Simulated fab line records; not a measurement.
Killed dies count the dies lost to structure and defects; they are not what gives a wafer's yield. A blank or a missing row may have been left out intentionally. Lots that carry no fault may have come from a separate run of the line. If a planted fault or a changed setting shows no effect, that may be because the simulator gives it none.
Comparing a struck lot with a sound one || flow nand-harc || 40 out of 1159 route steps
Sound: these wafers, L767.2, L767.3, L767.5. Struck: wafer L782.6. (L782.4, L782.5 of the same lot were not struck and are left out.) The cause comes at the end.
Per side, at each step with rows, come the tool, then ch with its chambers, and then its first start. Under that, the readings that differ: sound wafers || struck wafers || difference of the means || sigmas: that difference in standard deviations of wafers without a fault.
alike: readings with means less than 2 such deviations apart, plus words and numbers identical on both sides. not compared: withheld readings, readings lacking a value on some wafer, bounds such as >300 that could conceal the same value, and numbers that have no deviation in the record and whose values overlap.
The two part at a step that has a row with sigmas, a row that says differs or no value, or rows on one side only. When numbers do not overlap yet have no deviation, they are printed without sigmas and do not part them. Lack of a reading on every wafer of one side parts them only where that side has two or more wafers.

NHARC_A_BONDPAD_OVL_MEAS_35:
  sound: overlay-01 at day 18 15:17; struck: overlay-02 at day 22 19:48
{"reading": "overlay-y-nm (nm)", "sound": "2 1 2", "struck": 13, "difference": "+11", "sigmas": "+2"}
  alike: overlay-x-nm
then, 3 steps without rows for these wafers: NHARC_A_BONDPAD_HARDBAKE_10 (time 65 s); NHARC_A_BONDPAD_DESCUM_11 (chemistry O2, time 3 s); NHARC_A_BONDPAD_ETCH_34 (etches the open film in N2/H2, target depth 60 nm, overetch 18 nm, time 65.91 s).
NHARC_A_BONDPAD_ETCH_12: etches the open film in CHF3/O2, target depth 220 nm, time 110 s.
  sound on rie-diel-04 ch 0,2; struck on rie-diel-06 ch 2
  alike: chamber-pressure-mTorr, drypump-motor-current-A, oes-product-au, rf-vpp-V, showerhead-plenum-p-Torr, throttle-valve-pct
  not compared: rf-hours-counter-h
NHARC_A_BONDPAD_CD_MEAS_13:
  sound: cd-sem-03 at day 18 15:43; struck: cd-sem-01 at day 22 20:21
  alike: cd-nm
NHARC_A_BONDPAD_STRIP_15: strips in O2.
  sound on rie-diel-04 ch 0,1,3, day 18 15:50; struck on rie-diel-03 ch 2, day 22 20:26
{"reading": "chamber-pressure-mTorr (mTorr)", "sound": "59.97 59.96 59.96", "struck": 60.07, "difference": "+0.11", "sigmas": "+2"}
  alike: drypump-motor-current-A, oes-product-au, rf-vpp-V, showerhead-plenum-p-Torr, throttle-valve-pct
  not compared: rf-hours-counter-h
then, 3 steps without rows for these wafers: NHARC_A_BONDPAD_ETCH_24 (etches the open film in CF4/N2, target depth 30 nm, time 72.99 s); NHARC_A_BONDPAD_STRIP_16 (strips in post etch residue remover, time 600 s); NHARC_A_BONDPAD_DEGAS_25 (time 60 s).
NHARC_A_BONDPAD_PRE_CLEAN_26: time 30 s.
  sound on pvd-sputter-02; struck on pvd-sputter-03
  alike: heater-power-w
then, 1 step without rows for these wafers: NHARC_A_BONDPAD_PVD_17 (deposits TaN, target thk 5 nm, time 8.06 s).
NHARC_A_BONDPAD_PVD_27: deposits Cu, target thk 30 nm, time 20.49 s.
  sound: pvd-sputter-02 at day 18 16:34; struck: pvd-sputter-03 at day 22 21:15
  alike: throttle-valve-pct
then, 4 steps without rows for these wafers: NHARC_A_BONDPAD_ECD_18 (material Cu, target thk 400 nm); NHARC_A_BONDPAD_ANNEAL_28 (time 90 s); NHARC_A_BONDPAD_CMP_19 (polishes, t overpolish 30 s, cu recess touch 16 s, target thk 169.8 nm); NHARC_A_BONDPAD_SRD_21 (time 30 s, dry time 20 s).
NHARC_A_BONDPAD_INSPECT_23:
  sound: defect-inspect-01 at day 18 18:02; struck: defect-inspect-01 at day 22 22:36
  alike: raw-defect-count
NHARC_HYBRID_BOND_ACTIVATE_00: chemistry N2, time 60 s.
  the record has rows for the sound wafers here (rie-diel-13 ch 0,2,3, day 18 18:07) and none for the struck ones
then, 4 steps without rows for these wafers: NHARC_HYBRID_BOND_PRECLEAN_01 (cleans in DIW, time 300 s); NHARC_HYBRID_BOND_SRD_02 (time 30 s, dry time 20 s); NHARC_HYBRID_BOND_BOND_03; NHARC_HYBRID_BOND_ANNEAL_04 (time 7200 s).
NHARC_HYBRID_BOND_OVL_MEAS_05:
  rows exist in the record for the sound wafers here (overlay-01, day 19 05:02), none for the struck ones
NHARC_HYBRID_BOND_INSPECT_06: inspects for defects (ir void).
  rows exist in the record for the sound wafers here (defect-inspect-01, day 19 05:05), none for the struck ones
then, 2 steps without rows for these wafers: NHARC_THIN_TSV_GRIND_00; NHARC_THIN_TSV_CMP_01 (polishes).
NHARC_THIN_TSV_THK_MEAS_02: measures by ir.
  rows exist in the record for the sound wafers here (film-metro-01, day 21 19:10), none for the struck ones
then, 3 steps without rows for these wafers: NHARC_THIN_TSV_SRD_03; NHARC_THIN_TSV_PRECLEAN_41 (cleans in SC1); NHARC_THIN_TSV_SRD_42.
NHARC_THIN_TSV_DEP_43: deposits SiO2, target thk 1328.5 nm.
  the record has rows for the sound wafers here (pecvd-03 ch 0,1, day 21 19:23) and none for the struck ones
then, 7 steps without rows for these wafers: NHARC_THIN_TSV_DEHYDRATE_04 (time 120 s); NHARC_THIN_TSV_HMDS_05 (time 30 s); NHARC_THIN_TSV_COAT_06; NHARC_THIN_TSV_SOFTBAKE_07 (time 95 s); NHARC_THIN_TSV_EBR_08; NHARC_THIN_TSV_EXPOSE_09 (exposes mask TSV); NHARC_THIN_TSV_PEB_10 (peb time 85 s).
-- break in the record here, with 3 days between the starts of the struck wafers on either side (left off in module THIN_TSV, picked up again in module END, where the first step shown is number 1159 on the route) --
NHARC_END_SORT_01:
  sound on prober-01 ch 0, day 23 17:13; struck on prober-02 ch 0, day 25 22:57
{"reading": "defect-limited-yield (%)", "sound": "97.2 96.6 98.4", "struck": 0, "difference": -97, "sigmas": -61}
{"reading": "killed-at-array", "sound": "16 17 9", "struck": 673, "difference": "+659", "sigmas": "+60"}
{"reading": "killed-dies", "sound": "19 23 11", "struck": 677, "difference": "+659", "sigmas": "+60"}
{"reading": "sort_bin_2_pct (%)", "sound": "0.7 1.0 0.6", "struck": 93.4, "difference": "+92.6", "sigmas": "+99 or more"}
{"reading": "sort_bin_4_pct (%)", "sound": "1.9 2.2 0.9", "struck": 6.5, "difference": "+4.8", "sigmas": "+4"}
{"reading": "sort-n-pass", "sound": "658 654 666", "struck": 0, "difference": -659, "sigmas": -60}
{"reading": "sort-rim-yield-pct (%)", "sound": "95 94 98", "struck": 0, "difference": -96, "sigmas": -28}
{"reading": "sort-yield-pct (%)", "sound": "97.2 96.6 98.4", "struck": 0, "difference": -97, "sigmas": -61}
  alike: killed-at-other, killed-at-periphery, killed-open, killed-short, sort_bin_3_pct

## WHERE THEY PART
Earliest at NHARC_A_BONDPAD_OVL_MEAS_35; latest, in this record, at NHARC_END_SORT_01.

WHY: the cause the simulator had injected
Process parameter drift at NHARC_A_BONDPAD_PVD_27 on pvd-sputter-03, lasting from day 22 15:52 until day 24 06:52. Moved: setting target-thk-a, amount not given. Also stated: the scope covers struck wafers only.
